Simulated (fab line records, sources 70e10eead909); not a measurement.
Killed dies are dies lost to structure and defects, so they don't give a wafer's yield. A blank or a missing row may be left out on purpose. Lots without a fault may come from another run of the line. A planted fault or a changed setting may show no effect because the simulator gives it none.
Which tool did it? | flow nand_harc | 12 lots, 36 wafers sampled, at 6 steps of a route of 1302

WHAT THE GAUGES READ, wafer by wafer
NHARC_P_GATE_CD_MEAS_11: target cd 1640 nm.
lot  | measured     | on        | cd_nm (nm)
L285 | day 4 16:50  | cd_sem-01 | 1640.2 1640.8 1640.1
L286 | day 4 20:16  | cd_sem-01 | 1638.4 1637.8 1638.3
L288 | day 5 13:53  | cd_sem-03 | 1639.5 1638.4 1642.1
L289 | day 6 02:31  | cd_sem-01 | 1640.5 1640.3 1640.8
L291 | day 6 23:59  | cd_sem-02 | 1640.2 1641.0 1640.6
L293 | day 8 02:02  | cd_sem-01 | 1640.7 1639.9 1640.4
L294 | day 8 06:02  | cd_sem-03 | 1639.3 1641.2 1640.1
L304 | day 12 10:36 | cd_sem-03 | 1637.0 1639.4 1640.4
L305 | day 12 23:09 | cd_sem-03 | 1640.1 1638.9 1639.9
L306 | day 12 23:07 | cd_sem-02 | 1637.3 1639.5 1639.5
L307 | day 13 09:51 | cd_sem-01 | 1638.8 1641.2 1640.1
L308 | day 13 21:18 | cd_sem-02 | 1640.2 1639.8 1640.1

NHARC_P_GATE_CD_MEAS_26: target cd 120 nm.
lot  | measured     | on        | cd_nm (nm)
L285 | day 5 09:38  | cd_sem-01 | 119.9 120.1 118.9
L286 | day 5 10:26  | cd_sem-01 | 120.2 119.8 120.1
L288 | day 6 04:56  | cd_sem-03 | 119.8 119.2 119.5
L289 | day 6 18:09  | cd_sem-03 | 119.9 120.1 120.1
L291 | day 7 14:16  | cd_sem-02 | 119.2 119.8 119.7
L293 | day 8 16:56  | cd_sem-03 | 120.0 120.2 120.4
L294 | day 8 20:40  | cd_sem-03 | 100.2 100.7 101.3
L304 | day 13 00:50 | cd_sem-03 | 119.6 120.4 119.5
L305 | day 13 13:08 | cd_sem-01 | 119.6 120.1 120.2
L306 | day 13 13:18 | cd_sem-03 | 120.0 120.0 120.0
L307 | day 14 03:15 | cd_sem-02 | 119.9 119.7 119.8
L308 | day 14 14:43 | cd_sem-02 | 119.7 119.9 119.7

NHARC_END_SORT_01.
lot  | measured     | on        | killed_at_array | killed_at_other | killed_at_periphery | killed_dies | killed_open | killed_short
L294 | day 27 16:37 | prober-02 | 27 32 32        | 1 3 5           | 249 168 154         | 277 203 191 | 3 5 4       | 2 4 3

WHICH TOOL RAN EACH LOT (tool, then ch and the chambers of the sampled wafers, then the start)
lot  | NHARC_P_ZERO_WELL_ETCH_62                     | NHARC_P_GATE_EXPOSE_23             | NHARC_P_GATE_STRIP_101
L285 | rie_diel-09 ch 0,2,3, day 4 16:50 or earlier  | arfi_scanner-03 ch 0, day 5 09:29  | rie_diel-12 ch 0,1,2, day 5 20:40
L286 | rie_diel-09 ch 0,2, day 4 20:16 or earlier    | arfi_scanner-01 ch 0, day 5 10:17  | rie_diel-06 ch 0,2, day 5 21:32
L288 | rie_diel-09 ch 0,1,2, day 5 13:53 or earlier  | arfi_scanner-02 ch 0, day 6 04:47  | rie_diel-12 ch 0,1,2, day 6 16:06
L289 | rie_diel-01 ch 1,2,3, day 6 02:31 or earlier  | arfi_scanner-01 ch 0, day 6 18:01  | rie_diel-05 ch 0,2,3, day 7 05:06
L291 | rie_diel-04 ch 0,1, day 6 23:59 or earlier    | arfi_scanner-02 ch 0, day 7 14:08  | rie_diel-06 ch 0,2, day 8 01:25
L293 | rie_diel-01 ch 1,2,3, day 8 02:02 or earlier  | arfi_scanner-01 ch 0, day 8 16:48  | rie_diel-06 ch 0,2,3, day 9 04:05
L294 | rie_diel-01 ch 0,1,2, day 8 06:02 or earlier  | arfi_scanner-02 ch 0, day 8 20:32  | rie_diel-12 ch 1,2,3, day 9 07:46
L304 | rie_diel-09 ch 1,2,3, day 12 10:36 or earlier | arfi_scanner-03 ch 0, day 13 00:42 | rie_diel-05 ch 0,1,2, day 13 12:01
L305 | rie_diel-04 ch 0,2, day 12 23:09 or earlier   | arfi_scanner-02 ch 0, day 13 13:00 | rie_diel-12 ch 0,1,3, day 14 00:39
L306 | rie_diel-01 ch 0,1,3, day 12 23:07 or earlier | arfi_scanner-01 ch 0, day 13 13:10 | rie_diel-12 ch 0,3, day 14 00:23
L307 | rie_diel-09 ch 0,1,2, day 13 09:51 or earlier | arfi_scanner-03 ch 0, day 14 03:07 | rie_diel-05 ch 1,2,3, day 14 14:16
L308 | rie_diel-09 ch 0,2,3, day 13 21:18 or earlier | arfi_scanner-03 ch 0, day 14 14:34 | rie_diel-06 ch 1,2,3, day 15 01:53
- NHARC_P_ZERO_WELL_ETCH_62: etches the open film in CHF3/Ar, target depth 13 nm, time 6.5 s.
- NHARC_P_GATE_EXPOSE_23: exposes mask P GATE, target cd 120 nm.
- NHARC_P_GATE_STRIP_101: strips in O2, time 20 s.

WHAT THE TOOLS THEMSELVES READ (means of the sampled wafers that have a number; where no wafer has one, the mark that the record gives instead)
NHARC_P_ZERO_WELL_ETCH_62.
lot  | tool        | drypump_motor_current_A (A) | oes_product_au (a.u.) | rf_vpp_V (V) | showerhead_plenum_p_Torr (Torr) | throttle_valve_pct (%)
L285 | rie_diel-09 | 5.8                         | 0.983                 | 367.0        | 2.22                            | 20.210
L286 | rie_diel-09 | 5.9                         | 0.973                 | 367.8        | 2.24                            | 20.213
L288 | rie_diel-09 | 5.9                         | 0.948                 | 369.9        | 2.31                            | 20.218
L289 | rie_diel-01 | 6.2                         | 0.954                 | 369.0        | 2.32                            | 20.211
L291 | rie_diel-04 | 5.2                         | 0.942                 | 370.9        | 2.32                            | 20.226
L293 | rie_diel-01 | 6.1                         | 0.949                 | 369.7        | 2.31                            | 20.222
L294 | rie_diel-01 | 5.6                         | 0.927                 | 371.2        | 2.35                            | 20.220
L304 | rie_diel-09 | 5.8                         | 0.940                 | 369.9        | 2.29                            | 20.219
L305 | rie_diel-04 | 5.5                         | 0.976                 | 369.6        | 2.32                            | 20.212
L306 | rie_diel-01 | 6.0                         | 0.965                 | 368.7        | 2.25                            | 20.216
L307 | rie_diel-09 | 5.9                         | 0.975                 | 369.8        | 2.29                            | 20.216
L308 | rie_diel-09 | 5.8                         | 0.959                 | 367.0        | 2.19                            | 20.210

NHARC_P_GATE_STRIP_101.
lot  | tool        | drypump_motor_current_A (A) | oes_product_au (a.u.) | rf_vpp_V (V) | showerhead_plenum_p_Torr (Torr) | throttle_valve_pct (%)
L285 | rie_diel-12 | 5.7                         | 0.992                 | 57.2         | 3.40                            | 17.035
L286 | rie_diel-06 | 6.2                         | 0.994                 | 57.7         | 3.48                            | 17.034
L288 | rie_diel-12 | 5.7                         | 0.998                 | 57.7         | 3.40                            | 17.048
L289 | rie_diel-05 | 5.2                         | 0.991                 | 57.2         | 3.53                            | 17.042
L291 | rie_diel-06 | 6.2                         | 0.996                 | 57.6         | 3.48                            | 17.036
L293 | rie_diel-06 | 5.8                         | 0.990                 | 58.0         | 3.56                            | 17.044
L294 | rie_diel-12 | 5.8                         | 1.000                 | 58.2         | 3.42                            | 17.032
L304 | rie_diel-05 | 5.2                         | 1.003                 | 58.2         | 3.64                            | 17.037
L305 | rie_diel-12 | 5.8                         | 1.000                 | 57.0         | 3.44                            | 17.038
L306 | rie_diel-12 | 6.1                         | 0.995                 | 57.9         | 3.44                            | 17.049
L307 | rie_diel-05 | 5.1                         | 0.996                 | 58.0         | 3.52                            | 17.031
L308 | rie_diel-06 | 5.7                         | 0.995                 | 57.8         | 3.55                            | 17.036

THE ANSWER, worked out from the rows above alone
Rule: what is usual is taken from the lots themselves. Put in order of their means at a reading, lots are off if they are a third of the lots or fewer, leave a main group of 4 or more, and stand apart from it by a gap of 3 or more times the standard deviation of the main group's means; of several such gaps the widest counts. A main group whose means are all the same, to the digits that the tables above print for the reading, isn't used. A lot without any number at a reading at which 4 lots or more have one is off too. The other lots that the step has rows for count as sound. The gauges are gone through in route order, then the tools' own readings, and for those a lot's mean is taken as printed above. The first step at which some lot is off is used, and at that step the reading that is off furthest; a lot without a number counts as furthest.
Off: L294, at NHARC_P_GATE_CD_MEAS_26 (cd_nm). The main group: mean 119.8 nm, standard deviation 0.21.
A tool fits if, at a process step before that reading, it ran every lot that is off, and no sound lot after the first of them. The gauges at NHARC_P_GATE_CD_MEAS_26 are tried like those tools. NHARC_P_ZERO_WELL_ETCH_62 gives no start for some lots, so the hours and the order of its lots are those of NHARC_P_GATE_CD_MEAS_11. None of those tried fits.

WHAT THE SIMULATOR HAD PUT IN
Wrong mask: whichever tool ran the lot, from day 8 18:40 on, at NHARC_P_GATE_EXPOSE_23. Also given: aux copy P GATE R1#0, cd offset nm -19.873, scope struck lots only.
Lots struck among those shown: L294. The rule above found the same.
